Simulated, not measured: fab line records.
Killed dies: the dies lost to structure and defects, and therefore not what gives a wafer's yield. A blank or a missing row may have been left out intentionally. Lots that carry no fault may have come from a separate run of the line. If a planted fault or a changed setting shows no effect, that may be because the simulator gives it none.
One fault through the eyes of 3 desks -- flow n5Finfet -- only its own numbers are on each desk; what lay behind them is given at the end

## THE DEFECT DESK
Lot by lot, what the route's inspections counted, given as the mean of those sampled wafers with a number. A lot is out of limits, marked OUT, if its mean lies more than 4 standard deviations from the usual mean; the brackets give that distance.
Columns: A = rawDefectCount at N5_BEOL_M7_INSPECT_58, usual 70
lot,first seen here,A
L499,day 11 12:39,71
L502,day 11 14:38,1311 (+54) OUT
L500,day 11 17:16,1282 (+53) OUT
L501,day 11 21:57,1286 (+53) OUT
L511,day 14 11:50,77
L515,day 14 23:38,58
L518,day 16 05:43,84
L520,day 16 09:58,68
Finding of this desk: L500, L501, L502 out of limits; the first was L502 at day 11 14:38, on rawDefectCount at N5_BEOL_M7_INSPECT_58. L499, L511, L515, L518, L520 stayed within limits.

## THE TOOL OWNER'S DESK: cmp-04
The tool's own readings at N5_BEOL_M7_CMP_52 (polishes, stops on SiCOH lowk, t overpolish 6.9 s, target thk 80 nm): means of the sampled wafers that have a number, for each lot that ran on this tool. A lot is out of limits, marked OUT, if its mean lies more than 4 standard deviations from the usual mean; the brackets give that distance.
Columns: A = barrierFieldEndpointS at N5_BEOL_M7_CMP_52, usual 29.0 s; B = clearingPlatenDownForcePsi at N5_BEOL_M7_CMP_52, usual 1.500 psi; C = motorCurrentA at N5_BEOL_M7_CMP_52, usual 6.3 A; D = overpolishRunS at N5_BEOL_M7_CMP_52, usual 6.899 s; E = timeToEndpointS at N5_BEOL_M7_CMP_52, usual 63 s
lot,first seen here,A,B,C,D,E
L499,day 11 12:16,29.2,1.499,6.2,6.903,64
L511,day 14 11:23,29.6,1.498,6.2,6.903,68
L515,day 14 23:16,30.3,1.500,6.4,6.891,67
L518,day 16 05:18,28.8,1.496,6.6,6.897,63
L520,day 16 09:33,30.0,1.497,6.2,6.906,62
This desk's verdict: no lot among the 5 shows anything out of limits.

## THE METROLOGY DESK
Lot by lot, what the gauges showed, no matter which tool ran the lot: averages of those sampled wafers that carry a number. A lot is out of limits, marked OUT, if its mean lies more than 4 standard deviations from the usual mean; the brackets give that distance. Of its 12 readings 7 are shown: the one that was out of limits first, and those that lie furthest out on some lot.
Columns: A = DIBL_P at N5_BEOL_M4_RC_MEAS_101, usual 36.6 mV/V; B = IOFF_N at N5_BEOL_M4_RC_MEAS_101, usual 0.17 nA/um; C = IOFF_P at N5_BEOL_M4_RC_MEAS_101, usual 0.21 nA/um; D = ION_N at N5_BEOL_M4_RC_MEAS_101, usual 674 uA/um; E = VT_N at N5_BEOL_M4_RC_MEAS_101, usual 250 mV; F = M7_THK at N5_BEOL_M7_THK_MEAS_53, usual 78.8 nm; G = M7_RS at N5_BEOL_M7_RS_MEAS_57, usual 0.289 ohm/sq
lot,first seen here,A,B,C,D,E,F,G
L499,day 10 01:57,34.0,0.12,0.18,652,257,77.7,0.293
L502,day 10 06:04,37.7,0.24,0.29,696,244,297.3 (+84) OUT,0.065 (-20) OUT
L500,day 10 07:56,35.1,0.14,0.19,672,251,298.8 (+85) OUT,0.064 (-20) OUT
L501,day 10 11:35,40.3,0.19,0.24,686,247,296.3 (+84) OUT,0.064 (-20) OUT
L511,day 13 00:13,38.0,0.19,0.24,692,245,79.3,0.286
L515,day 13 11:56,35.0,0.16,0.23,675,248,80.4,0.280
L518,day 14 19:44,39.0,0.19,0.24,682,248,80.1,0.284
L520,day 15 03:29,36.0,0.16,0.21,679,250,78.9,0.287
Per this desk, out of limits: L500, L501, L502; the first was L502, day 11 14:29 (M7_THK at N5_BEOL_M7_THK_MEAS_53). L499, L511, L515, L518, L520 stayed within limits.

## ALL TOGETHER
An alarm was possible from the metrology desk at day 11 14:29, on L500, L501, L502.
The defect desk could have raised an alarm at day 11 14:38, on L500, L501, L502.
The tool owner's desk saw nothing out of limits.
The tool owner's desk has no number on record for L500, L501, L502.
On cmp-04, each named lot ran N5_BEOL_M7_CMP_52.

## WHAT HAD BEEN PUT IN BY THE SIMULATOR
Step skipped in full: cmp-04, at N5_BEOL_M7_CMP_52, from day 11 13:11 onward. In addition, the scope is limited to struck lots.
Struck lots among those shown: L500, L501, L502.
Hours from the fault's start to each desk's first reading out of limits: the metrology desk, 1; the defect desk, 1.
